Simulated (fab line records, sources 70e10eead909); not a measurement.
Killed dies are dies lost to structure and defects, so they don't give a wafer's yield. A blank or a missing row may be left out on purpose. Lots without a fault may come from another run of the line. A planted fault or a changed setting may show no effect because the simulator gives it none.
Problem report in the 8D (eight disciplines) form, filled by code | flow nand_harc | the parts of the form that need people (team, actions taken, sign-off) are left out

1. THE PROBLEM
heater_power_total_W at NHARC_A_CONTACT_SOFTBAKE_64 reads a mean of 198.10 W on 6 wafers of 2 lots; wafers without a fault read 188.46 W with a standard deviation of 0.14. That is +69 standard deviations from the usual mean.
The step: time 55 s.
First seen on wafer L183.1, day 20 04:00, on litho_track-06. The record holds 33 wafers of 11 lots with a number at this step. Rule for "out", or "out of limits": more than 4 standard deviations from the usual mean. The other wafers with a number count as sound.

2. WHAT IT IS AND WHAT IT IS NOT
question                    | is                     | is not
which readings at this step | heater_power_total_W   | -
which lots                  | L183, L184             | L168, L169, L170, L171, L172, L185, L188, L190, L191
which wafers of those lots  | all that have a number | -
read on which tools         | litho_track-06         | litho_track-01, litho_track-04
when                        | from day 20 04:00      | up to then (15 sound wafers); but 12 sound wafers of L185, L188, L190, L191 came after

3. SUSPECTS, AND WHAT RULES EACH OUT
Counting: a tool at a process step up to the reading stays a suspect if it ran every lot that is out and no sound lot after the first of them.
- litho_track-06 at NHARC_A_CONTACT_SOFTBAKE_64 (time 55 s): kept. It ran every lot that is out, first L183 (day 20 04:00), and no sound lot after that; its last sound lot up to then is L172 (day 18 01:00). Its own readings are out on those wafers: heater_power_total_W.
Left after counting: litho_track-06 at NHARC_A_CONTACT_SOFTBAKE_64.

4. THE CAUSE (what the simulator had put in)
Process parameter drift: litho_track-06, from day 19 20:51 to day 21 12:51, at NHARC_A_CONTACT_SOFTBAKE_64. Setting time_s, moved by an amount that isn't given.
Counting left only this tool.

5. THE CHAIN OF EFFECTS, in route order
Each row: a reading whose mean over the struck wafers that have a number lies more than 3 standard deviations from the usual. Only readings for which the record gives a usual standard deviation are gone through. hours: the time from each lot's start at the first step in this table that gives one to its start at this step, as a median over the lots. sigmas: the change in usual standard deviations.
hours | step                        | reading              | usual    | on struck wafers | change | sigmas
0     | NHARC_A_CONTACT_SOFTBAKE_64 | heater_power_total_W | 188.46 W | 198.10           | +9.64  | +69
The process steps in it:
- NHARC_A_CONTACT_SOFTBAKE_64: time 55 s.
Readings that are blank on the struck wafers while sound wafers have them: plate_temp_C at NHARC_A_CONTACT_SOFTBAKE_64.

6. WHAT WOULD HAVE CAUGHT IT SOONER
In this record the first reading out of limits was taken at day 20 04:00, 7 hours after the fault began at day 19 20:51.
